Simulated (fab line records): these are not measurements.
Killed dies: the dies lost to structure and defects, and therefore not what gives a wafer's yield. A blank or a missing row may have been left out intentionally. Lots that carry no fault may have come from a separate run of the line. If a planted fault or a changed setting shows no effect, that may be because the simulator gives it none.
Chamber matching -- flow n5Finfet -- N5_BEOL_M8_CURE_74 on uvCure-02 has 3 sister chambers
The step cures SiCOH lowk, time 240 s. 3 wafers are shown with their chamber, then 7 later ones without.

== WAFERS PAIRED WITH THEIR CHAMBERS ==
wafer,chamber,wafer_temp_C_max
L076.6,1,387.7
L085.6,2,386.5
L091.3,0,386.7

== WAFERS MISSING THEIR CHAMBER ==
wafer,wafer_temp_C_max
L091.6,387.1
L094.2,386.7
L094.3,386.8
L094.5,386.2
L097.1,387.5
L097.3,386.5
L097.5,386.6

== EACH ONE'S CHAMBER ==
wafer,from the rows above,in truth
L091.6,can't be placed: 0 or 1 or 2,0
L094.2,can't be placed: 0 or 2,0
L094.3,can't be placed: 0 or 2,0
L094.5,can't be placed: 2 or 0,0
L097.1,1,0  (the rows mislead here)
L097.3,can't be placed: 2 or 0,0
L097.5,can't be placed: 0 or 2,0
0 of 7 placed correctly. These rows do not allow placing 6 (true chamber among the candidates in 6). Placed wrongly: 1.
How it was worked out, from the rows above alone: a wafer's distance from a chamber is the root of the sum, over the readings, of the square of ((its reading less the chamber's mean) divided by the reading's scatter). If the next closest chamber is less than 2 further off than the closest, the wafer can't be placed; otherwise it belongs to the closest. For every chamber, the mean is computed from those of its wafers that are shown. The scatter (one wafer shown for each chamber): square how far every hidden wafer sits from the nearest shown wafer, average those squares and take the square root.
